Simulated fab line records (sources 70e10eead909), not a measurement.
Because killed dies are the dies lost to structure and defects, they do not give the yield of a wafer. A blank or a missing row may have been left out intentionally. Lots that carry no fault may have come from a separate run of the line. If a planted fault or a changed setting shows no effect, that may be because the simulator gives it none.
Comparing a struck lot with a sound one    flow nand harc    17 steps out of a route of 1159
Sound: these wafers, L218.2, L218.3, L218.4. Struck: wafer L219.2 (left out: L219.4, L219.5 of the same lot, which were not struck); the cause appears at the end.
Order at every step that has rows: each side's tool, ch and its chambers, its first start. Under that, the readings that differ: sound wafers    struck wafers    difference of the means    sigmas: that difference in standard deviations of wafers without a fault.
alike: a reading whose means differ by less than 2 such deviations, as well as words and numbers matching on both sides. not compared: withheld readings; readings where some wafer has no value; bounds like >300 that might hide an equal value; numbers whose values overlap and for which the record gives no deviation.
A row with sigmas, a row that says differs or no value, or rows on one side alone: a step with any of these is where the two part. When numbers do not overlap yet have no deviation, they are printed without sigmas and do not part them. Lack of a reading on every wafer of one side parts them only where that side has two or more wafers.

NHARC_A_M1_ETCH_35: etches the open film in N2/H2, target depth 40 nm, overetch 12 nm, time 43.94 s.
  sound on rie diel-09 ch 1,2,3, day 20 20:41; struck on rie diel-09 ch 3, day 22 06:03
  alike: drypump motor current A, mfc ar sccm, n2 flow sccm, oes product au, rf fwd power W, rf vpp V, showerhead plenum p Torr, throttle valve pct
  not compared: rf hours counter h
NHARC_A_M1_ETCH_15: etches the open film in C4F8/Ar, target depth 182.5 nm, time 91.2 s.
  sound: rie diel-09 ch 1,3; struck: rie diel-09 ch 0
  alike: oes product au, rf fwd power W, rf vpp V
  not compared: rf hours counter h
NHARC_A_M1_CD_MEAS_16:
  sound on cd sem-03 at day 20 20:56; struck on cd sem-01 at day 22 06:16
  alike: cd nm
then, 3 steps without rows for these wafers: NHARC_A_M1_STRIP_18 (strips in N2/H2); NHARC_A_M1_ETCH_28 (etches the open film in CF4/N2, target depth 30 nm, time 72.99 s); NHARC_A_M1_STRIP_19 (strips in post etch residue remover, time 600 s).
NHARC_A_M1_DEGAS_29: time 60 s.
  sound on pvd sputter-03 at day 20 21:38; struck on pvd sputter-02 at day 22 06:59
  alike: heater power w, susceptor temp C
NHARC_A_M1_PRE_CLEAN_30: time 30 s.
  sound on pvd sputter-03; struck on pvd sputter-02
  alike: heater power w, susceptor temp C
NHARC_A_M1_PVD_20: deposits TaN, target thk 5 nm, time 8.06 s.
  sound on pvd sputter-03; struck on pvd sputter-02
  alike: cathode dc power W, chamber pressure pa, throttle valve pct
then, 3 steps without rows for these wafers: NHARC_A_M1_PVD_21 (deposits Cu, target thk 30 nm, time 20.49 s); NHARC_A_M1_ECD_22 (material Cu, target thk 400 nm); NHARC_A_M1_ANNEAL_31 (time 90 s).
NHARC_A_M1_CMP_23: polishes, t overpolish 20 s, target thk 154.34 nm.
  sound on cmp-03 ch 0,2,3, day 20 22:45; struck on cmp-03 ch 2, day 22 08:03
reading                 sound           struck  difference  sigmas
time to endpoint s (s)  24.8 27.8 27.8  37.4    +10.6       +5
  alike: motor current A
then, 1 step without rows for these wafers: NHARC_A_M1_SRD_25.
NHARC_A_M1_INSPECT_27:
  sound on defect inspect-02 at day 20 23:13; struck on defect inspect-02 at day 22 08:32
reading           sound        struck  difference  sigmas
raw defect count  549 657 417  4953    +4412       +37
then, 1 step without rows for these wafers: NHARC_A_M1_PRE_CLEAN_32 (time 12 s).
NHARC_END_SORT_01:
  sound on prober-01 ch 0, day 22 12:13; struck on prober-01 ch 0, day 24 02:13
reading                   sound           struck  difference  sigmas
defect limited yield (%)  94.4 95.0 94.4  0       -95         -63
killed at array           32 27 32        673     +643        +64
killed dies               38 34 38        677     +640        +64
sort_bin_3_pct (%)        0.89 0 0.30     93.80   +93.40      +99 or more
sort n pass               639 643 639     0       -640        -64
sort rim yield pct (%)    94.3 91.5 95.3  0       -94         -31
sort yield pct (%)        94.4 95.0 94.4  0       -95         -63
  alike: killed at other, killed at periphery, killed open, killed short, sort_bin_2_pct, sort_bin_4_pct

== WHERE THEY PART ==
At NHARC_A_M1_CMP_23 first; at NHARC_END_SORT_01 last (within this record only).

WHY: the cause the simulator had injected
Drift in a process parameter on cmp-03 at NHARC_A_M1_CMP_23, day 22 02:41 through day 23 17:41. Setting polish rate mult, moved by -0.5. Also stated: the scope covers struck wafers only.
